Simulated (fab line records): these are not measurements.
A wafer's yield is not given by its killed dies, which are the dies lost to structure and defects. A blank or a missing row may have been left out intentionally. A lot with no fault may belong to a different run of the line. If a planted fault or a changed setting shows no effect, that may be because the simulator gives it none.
fab line records -- flow n5-finfet
record: lots: 6, wafers: 18, last-day: 16
route steps=1938 shown BEOL_M0@721 BEOL_M4@1111
lots that met no fault: from a run of the same line without faults
start-h: hours from the record's opening day to when the first of the lot's shown wafers began -- wait-h: how many hours have passed since the lot's step before this one -- " identical to the entry in the row above -- L1.1+2: a row that stands for several wafers -- - no value, or no start given -- * or withheld: withheld -- < > ~ a bound
route shown NAME@n: a module of which the file shows steps, and the number in the route of the first -- usual: average and standard deviation across the fault-free wafers -- same: alike in all rows -- chamber/n: place in a boat -- sites: readings site by site -- _std_site: how widely they spread, as a standard deviation -- _edge_site: mean of outer sites minus mean of inner sites -- radius-mm: how far each site lies from the wafer's centre -- mask NAME#n: copy n -- behind: the last tool/chamber to shape the wafer -- hold: cause of the lot's hold/its duration in hours/its outcome -- device: transistor that didn't switch, given as n, p or np -- end of line: the same wafers' tests at the end of the route -- a step without rows: its recipe alone -- killed: count of dies lost to structure and defects at first sort (not the wafer's yield) -- map: a wafer's dies, marking killed ones x, the rest . and places with no die _
set.NAME: the run value of the setting; set.NAME@STEP: its run value at that earlier step -- model.NAME: the simulator's own value behind a step, which no gauge read
lots seen at some steps along the route; tables by step, rows by wafer
services: a tool's chamber out of use, with start hour (start-h, from the record's first day; less than 0 if before it), hours out, and reason
== steps ==
step: N5_BEOL_M0_TRENCH_ETCH_107
recipe: chemistry: C4F6/O2, target-depth-a: 328, target: SiOC, time-s: 16.4, ion-energy-ev: 250, pressure-mtorr: 30, source-w: 355, bias-w: 185, Ar_flow_sccm: 300, C4F6_flow_sccm: 10, O2_flow_sccm: 10
step: N5_BEOL_M0_STRIP_142
recipe: chemistry: N2/H2, time-s: 10, power-w: 450, temp-c: 40, pressure-mtorr: 20, rf-frequency-hz: 6e+07, bias-power-w: 7, n2-flow-sccm: 200, h2-flow-sccm: 200
usual: drypump-motor-current-A: 5.7/0.42, n2-flow-sccm: 199.9/0.61, oes-product-au: 0.83/0.086, rf-vpp-V: 59.4/0.9, showerhead-plenum-p-Torr: 2.55/0.076, throttle-valve-pct: 23.65/0.18
lot.wafer,tool,chamber,start-h,wait-h,drypump-motor-current-A,n2-flow-sccm,oes-product-au,rf-hours-counter-h,rf-vpp-V,showerhead-plenum-p-Torr,throttle-valve-pct
L482.1,rie-diel-01,1,142.67,0.0,6.1,198.9,0.86,66,59.9,2.55,23.54
L482.2,rie-diel-01,0,142.67,0.0,5.4,200.2,0.89,50,60.3,2.56,23.39
L482.6,rie-diel-01,3,142.67,0.0,5.6,199.0,0.70,-,58.8,2.62,23.75
L483.1,rie-diel-05,0,142.68,0.0,5.7,199.8,0.82,83,60.6,2.59,23.51
L483.4,rie-diel-05,3,142.68,0.0,6.3,199.8,0.69,231,58.2,2.63,23.77
L483.6,rie-diel-05,0,142.68,0.0,5.7,200.1,0.82,-,59.3,2.59,23.52
L493.2,rie-diel-06,3,190.06,0.0,5.1,200.2,0.97,1,59.4,2.59,23.50
L493.3,rie-diel-06,2,190.06,0.0,5.3,198.7,0.86,57,60.6,2.68,23.53
L493.6,rie-diel-06,1,190.06,0.0,6.1,201.5,0.70,-,60.0,2.40,23.88
L496.2,rie-diel-06,3,199.33,0.0,5.1,199.6,0.96,4,59.0,2.59,23.51
L496.5,rie-diel-06,2,199.33,0.0,5.3,199.7,0.86,-,59.6,2.68,23.54
L496.6,rie-diel-06,1,199.33,0.0,6.2,199.8,0.70,-,58.5,2.40,23.89
L500.2,rie-diel-01,1,229.43,0.0,6.1,198.7,0.82,99,61.6,2.54,23.59
L500.3,rie-diel-01,0,229.43,0.0,5.4,200.1,0.83,82,58.2,2.55,23.42
L500.6,rie-diel-01,2,229.43,0.0,4.9,199.5,0.89,-,59.8,2.59,23.54
L501.1,rie-diel-05,1,233.08,0.0,5.9,198.7,0.87,56,60.0,2.46,23.80
L501.2,rie-diel-05,0,233.08,0.0,5.7,200.6,0.78,117,59.9,2.57,23.57
L501.5,rie-diel-05,3,233.08,0.0,6.3,200.4,0.91,-,59.8,2.61,23.62
step: N5_BEOL_M0_OCD_MEAS_108
usual: trench-depth-nm: 33.1/0.63
lot.wafer,tool,chamber,start-h,wait-h,trench-depth-nm
L482.1,ocd-02,-,142.75,0.1,33.6
L482.2,ocd-02,-,142.75,0.1,33.6
L482.6,ocd-02,-,142.75,0.1,33.4
L483.1,ocd-01,-,142.76,0.1,33.5
L483.4,ocd-01,-,142.76,0.1,32.5
L483.6,ocd-01,-,142.76,0.1,32.7
L493.2,ocd-02,-,190.14,0.1,32.6
L493.3,ocd-02,-,190.14,0.1,32.4
L493.6,ocd-02,-,190.14,0.1,31.8
L496.2,ocd-02,-,199.41,0.1,33.1
L496.5,ocd-02,-,199.41,0.1,32.8
L496.6,ocd-02,-,199.41,0.1,31.7
L500.2,ocd-02,-,229.51,0.1,34.3
L500.3,ocd-02,-,229.51,0.1,33.4
L500.6,ocd-02,-,229.51,0.1,33.5
L501.1,ocd-02,-,233.16,0.1,33.4
L501.2,ocd-02,-,233.16,0.1,33.3
L501.5,ocd-02,-,233.16,0.1,33.7
step: N5_BEOL_M0_HM_STRIP_129
recipe: chemistry: peroxide-tin-strip, material: TiN, target-depth-a: 170, temp-c: 50, time-s: 108
step: N5_BEOL_M0_SRD_130
recipe: time-s: 30, temp-c: 23, rinse-liquid: diw, dry: ipa-marangoni
step: N5_BEOL_M0_ETCH_109
recipe: chemistry: CH3F/O2, target-depth-a: 80, overetch-a: 24, target: SiCN, time-s: 27.4, ion-energy-ev: 120, pressure-mtorr: 30, source-w: 395, bias-w: 75, Ar_flow_sccm: 150, CH3F_flow_sccm: 30, O2_flow_sccm: 20
usual: drypump-motor-current-A: 5.7/0.37, oes-product-au: 0.71/0.071, rf-vpp-V: 297.4/1.4, showerhead-plenum-p-Torr: 2.00/0.061, throttle-valve-pct: 16.24/0.18
lot.wafer,tool,chamber,start-h,wait-h,drypump-motor-current-A,oes-product-au,rf-hours-counter-h,rf-vpp-V,showerhead-plenum-p-Torr,throttle-valve-pct
L482.1,rie-diel-01,1,144.46,1.6,6.1,0.73,68,299.1,2.03,16.28
L482.2,rie-diel-01,3,144.46,1.6,5.6,0.60,210,297.0,2.07,16.54
L482.6,rie-diel-01,1,144.46,1.6,6.1,0.73,-,297.4,2.03,16.28
L483.1,rie-diel-05,3,144.53,1.7,6.3,0.60,232,298.5,2.06,16.52
L483.4,rie-diel-05,2,144.53,1.7,5.8,0.78,35,298.0,1.94,16.28
L483.6,rie-diel-05,1,144.53,1.7,5.9,0.80,-,295.3,1.94,16.19
L493.2,rie-diel-06,3,190.25,0.0,5.1,0.83,1,298.2,2.06,16.18
L493.3,rie-diel-06,2,190.25,0.0,5.3,0.74,57,298.7,2.10,16.05
L493.6,rie-diel-06,3,190.25,0.0,5.1,0.85,-,298.6,2.06,16.17
L496.2,rie-diel-06,2,199.52,0.0,5.3,0.72,60,300.2,2.10,16.05
L496.5,rie-diel-06,3,199.52,0.0,5.1,0.81,-,298.2,2.06,16.18
L496.6,rie-diel-06,2,199.52,0.0,5.3,0.73,-,298.2,2.10,16.05
L500.2,rie-diel-06,2,229.62,0.0,5.3,0.71,69,298.8,2.10,16.06
L500.3,rie-diel-06,0,229.62,0.0,5.3,0.62,177,298.6,1.99,16.47
L500.6,rie-diel-06,0,229.62,0.0,5.3,0.62,-,296.0,1.99,16.48
L501.1,rie-diel-06,0,233.37,0.1,5.3,0.62,179,296.8,1.99,16.48
L501.2,rie-diel-06,2,233.37,0.1,5.3,0.73,71,300.2,2.10,16.06
L501.5,rie-diel-06,2,233.37,0.1,5.3,0.71,-,299.0,2.09,16.06
step: N5_BEOL_M0_STRIP_139
recipe: chemistry: post-etch-residue-remover, time-s: 60, temp-c: 25, remover-ph: withheld, remover-water-wt-pct: withheld, remover-fluoride-wt-pct: withheld
step: N5_BEOL_M0_SRD_111
recipe: time-s: 30, temp-c: 23, rinse-liquid: diw, dry: ipa-marangoni
step: N5_BEOL_M0_DEGAS_112
recipe: ambient: vacuum, temp-c: 250, time-s: 60
usual: heater-power-w: 314/23
lot.wafer,tool,chamber,start-h,wait-h,heater-power-w
L482.1,pvd-sputter-03,-,144.64,0.0,347
L482.2,pvd-sputter-03,-,144.64,0.0,316
L482.6,pvd-sputter-03,-,144.64,0.0,327
L483.1,pvd-sputter-02,-,144.70,0.0,287
L483.4,pvd-sputter-02,-,144.70,0.0,301
L483.6,pvd-sputter-02,-,144.70,0.0,306
L493.2,pvd-sputter-01,-,190.57,0.2,341
L493.3,pvd-sputter-01,-,190.57,0.2,301
L493.6,pvd-sputter-01,-,190.57,0.2,313
L496.2,pvd-sputter-02,-,200.03,0.3,358
L496.5,pvd-sputter-02,-,200.03,0.3,288
L496.6,pvd-sputter-02,-,200.03,0.3,297
L500.2,pvd-sputter-01,-,230.16,0.4,305
L500.3,pvd-sputter-01,-,230.16,0.4,342
L500.6,pvd-sputter-01,-,230.16,0.4,342
L501.1,pvd-sputter-02,-,233.58,0.0,351
L501.2,pvd-sputter-02,-,233.58,0.0,289
L501.5,pvd-sputter-02,-,233.58,0.0,286
step: N5_BEOL_M0_PRE_CLEAN_113
recipe: gas: H2/He, time-s: 30, temp-c: 250
step: N5_BEOL_M0_ALD_136
recipe: material: TaN, target-thk-a: *, temp-c: 275, ald-precursor-family: PDMAT, ald-co-reactant: NH3, pressure-torr: 3, carrier-flow-sccm: 1500, pulse-time-s: 2, purge-time-s: 3, co-reactant-purge-time-s: 2, co-reactant-pulse-time-s: 3, ald-cycles: 30, precursor-vessel-temp-c: 75, precursor-vessel-pressure-torr: 26.25, precursor-vessel-carrier-sccm: 1000
usual: heater-power-w: 409/40, precursor-vessel-temp-c: 75.02/0.12
lot.wafer,tool,chamber,start-h,wait-h,heater-power-w,precursor-vessel-temp-c
L482.1,ald-metal-01,3,144.74,0.0,404,74.92
L482.2,ald-metal-01,1,144.74,0.0,423,74.99
L482.6,ald-metal-01,3,144.74,0.0,416,74.90
L483.1,ald-metal-03,0,144.82,0.1,389,75.00
L483.4,ald-metal-03,1,144.82,0.1,434,75.11
L483.6,ald-metal-03,2,144.82,0.1,394,75.05
L493.2,ald-metal-02,1,190.77,0.1,437,74.94
L493.3,ald-metal-02,0,190.77,0.1,350,74.99
L493.6,ald-metal-02,2,190.77,0.1,443,75.21
L496.2,ald-metal-03,3,200.29,0.2,506,74.96
L496.5,ald-metal-03,0,200.29,0.2,388,74.98
L496.6,ald-metal-03,3,200.29,0.2,493,75.08
L500.2,ald-metal-03,0,230.26,0.0,380,74.89
L500.3,ald-metal-03,2,230.26,0.0,382,75.12
L500.6,ald-metal-03,2,230.26,0.0,390,75.12
L501.1,ald-metal-03,3,233.70,0.1,488,75.02
L501.2,ald-metal-03,0,233.70,0.1,396,75.02
L501.5,ald-metal-03,0,233.70,0.1,397,75.23
step: N5_BEOL_M0_SURFACE_TREAT_137
recipe: gas: Ar, time-s: *, ion-energy-ev: *, ion-current-ma-cm2: 0.5, pressure-mtorr: *, ar-flow-sccm: 30
usual: throttle-valve-pct: *
lot.wafer,tool,chamber,start-h,wait-h,throttle-valve-pct
L482.1,pvd-sputter-03,-,144.97,0.1,*
L482.2,pvd-sputter-03,-,144.97,0.1,*
L482.6,pvd-sputter-03,-,144.97,0.1,*
L483.1,pvd-sputter-01,-,149.01,4.1,*
L483.4,pvd-sputter-01,-,149.01,4.1,*
L483.6,pvd-sputter-01,-,149.01,4.1,*
L493.2,pvd-sputter-01,-,191.00,0.1,*
L493.3,pvd-sputter-01,-,191.00,0.1,*
L493.6,pvd-sputter-01,-,191.00,0.1,*
L496.2,pvd-sputter-01,-,200.53,0.1,*
L496.5,pvd-sputter-01,-,200.53,0.1,*
L496.6,pvd-sputter-01,-,200.53,0.1,*
L500.2,pvd-sputter-03,-,230.51,0.2,*
L500.3,pvd-sputter-03,-,230.51,0.2,*
L500.6,pvd-sputter-03,-,230.51,0.2,*
L501.1,pvd-sputter-03,-,235.50,1.7,*
L501.2,pvd-sputter-03,-,235.50,1.7,*
L501.5,pvd-sputter-03,-,235.50,1.7,*
step: N5_BEOL_M0_CVD_115
recipe: material: Co, target-thk-a: *, temp-c: withheld, precursor: CCTBA/H2, pressure-torr: 30, time-s: 120
usual: run-length-s: 143.2/0.67
lot.wafer,tool,chamber,start-h,wait-h,run-length-s
L482.1,cvd-co-01,2,145.26,0.3,143.9
L482.2,cvd-co-01,1,145.26,0.3,144.1
L482.6,cvd-co-01,1,145.26,0.3,143.8
L483.1,cvd-co-02,0,149.28,0.3,142.7
L483.4,cvd-co-02,2,149.28,0.3,143.5
L483.6,cvd-co-02,1,149.28,0.3,143.3
L493.2,cvd-co-02,0,191.29,0.3,98.6
L493.3,cvd-co-02,2,191.29,0.3,99.3
L493.6,cvd-co-02,0,191.29,0.3,99.3
L496.2,cvd-co-02,1,200.62,0.1,99.2
L496.5,cvd-co-02,0,200.62,0.1,99.2
L496.6,cvd-co-02,2,200.62,0.1,99.1
L500.2,cvd-co-01,1,230.80,0.3,144.3
L500.3,cvd-co-01,2,230.80,0.3,144.1
L500.6,cvd-co-01,0,230.80,0.3,142.5
L501.1,cvd-co-01,2,235.66,0.1,143.8
L501.2,cvd-co-01,1,235.66,0.1,144.0
L501.5,cvd-co-01,2,235.66,0.1,144.0
step: N5_BEOL_M0_SPUTTER_116
recipe: material: Cu, target-thk-a: 40, temp-c: -20, chamber-pressure-pa: 0.07, power-w: withheld, time-s: 7.37
step: N5_BEOL_M4_RC_MEAS_101
usual: DIBL_N: 36.0/1.7, DIBL_P: 36.2/2.3, IOFF_N: 0.16/0.03, IOFF_P: 0.21/0.036, ION_N: 679/11, ION_P: 465/7.1, SS_N: 71.4/0.58, SS_P: 73.3/0.75, VT_N: 249/3.1, VT_P: -251/3.5
lot.wafer,tool,chamber,start-h,wait-h,DIBL_N[mV/V],DIBL_P[mV/V],IOFF_N[nA/um],IOFF_P[nA/um],ION_N[uA/um],ION_P[uA/um],SS_N[mV/dec],SS_P[mV/dec],VT_N[mV],VT_P[mV]
L483.1,prober-01,0,189.08,0.0,33.8,33.3,0.13,0.17,673,462,70.6,72.4,253,-251
L483.4,prober-01,0,189.08,0.0,35.8,36.5,0.18,0.23,692,472,70.8,73.1,246,-248
L483.6,prober-01,0,189.08,0.0,33.3,32.1,0.12,0.17,662,449,70.9,72.0,253,-256
L482.1,prober-02,0,190.71,0.0,39.3,38.5,0.20,0.27,696,472,72.0,74.8,246,-246
L482.2,prober-02,0,190.71,0.0,37.4,37.0,0.17,0.25,673,467,71.2,73.1,249,-246
L482.6,prober-02,0,190.71,0.0,35.4,34.0,0.14,0.20,670,457,72.0,73.1,250,-250
L493.2,prober-01,0,250.87,0.2,34.0,34.2,0.14,0.19,671,466,70.7,72.8,249,-251
L493.3,prober-01,0,250.87,0.2,35.5,36.3,0.17,0.23,691,473,72.0,73.1,246,-251
L493.6,prober-01,0,250.87,0.2,34.0,33.4,0.14,0.19,664,460,71.7,72.7,250,-252
L496.2,prober-02,0,260.48,0.2,34.8,35.1,0.14,0.19,664,461,71.6,72.5,251,-250
L496.5,prober-02,0,260.48,0.2,35.2,35.0,0.14,0.19,668,455,70.7,72.5,252,-250
L496.6,prober-02,0,260.48,0.2,36.6,36.4,0.16,0.21,669,458,71.6,73.1,250,-250
L500.2,prober-02,0,280.38,0.2,33.9,34.4,0.11,0.18,665,461,70.8,72.9,252,-251
L500.3,prober-02,0,280.38,0.2,38.7,39.9,0.19,0.25,700,474,72.0,74.0,248,-247
L500.6,prober-02,0,280.38,0.2,34.8,34.9,0.13,0.17,672,462,70.9,72.3,253,-253
L501.1,prober-02,0,283.56,0.0,34.7,37.0,0.15,0.19,681,464,71.3,73.2,246,-253
L501.2,prober-02,0,283.56,0.0,34.5,35.4,0.15,0.16,683,457,71.2,73.1,249,-252
L501.5,prober-02,0,283.56,0.0,36.7,39.0,0.19,0.22,686,468,72.2,74.2,245,-251
== services ==
tool,chamber,start-h,hours,kind
ald-metal-02,-,121.64,2.3,repair
ald-metal-03,-,122.27,14.6,pm
cvd-co-01,-,125.47,1.9,repair
rie-diel-06,-,125.58,28.1,pm
rie-diel-01,2,128.72,2.3,repair
pvd-sputter-02,-,140.26,0.6,repair
ald-metal-02,-,140.52,5.3,repair
ald-metal-01,2,146.20,3.4,repair
cvd-co-01,2,148.60,4.2,repair
rie-diel-06,3,166.60,-,clean
rie-diel-06,3,166.60,-,consumable-replace:focus-ring
cvd-co-02,-,192.37,1.5,repair
rie-diel-05,3,194.37,-,clean
rie-diel-05,3,194.37,-,consumable-replace:focus-ring
rie-diel-05,3,194.37,13.7,scheduled-down
rie-diel-05,3,194.37,13.7,vent-cycle
cvd-co-02,-,224.41,0.3,repair
rie-diel-06,3,225.92,16.6,repair
ald-metal-02,1,233.87,13.2,repair
== key ==
first-sign: step: N5_BEOL_M0_CVD_115, reading: run-length-s, direction: down, sigmas: 65, usual: *, struck: *
effect none on later readings
met-at N5_BEOL_M0_CVD_115
struck-wafers L493.2,L493.3,L493.6,L496.2,L496.5,L496.6
sort-left-out L493.2,L493.3,L493.6,L496.2,L496.5,L496.6
onset-between 149.28 191.29
fault: kind: process-parameter-drift, tool: cvd-co-02, chamber: -, onset-h: 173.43, steps: N5_BEOL_M0_CVD_115, channel: time-s, offset: *, shape: step, end-h: 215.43, acts-in: *, stated: *
sort-left-out: the simulated sort isn't trusted on such a fault, so these wafers' sort isn't shown, and their yield isn't known
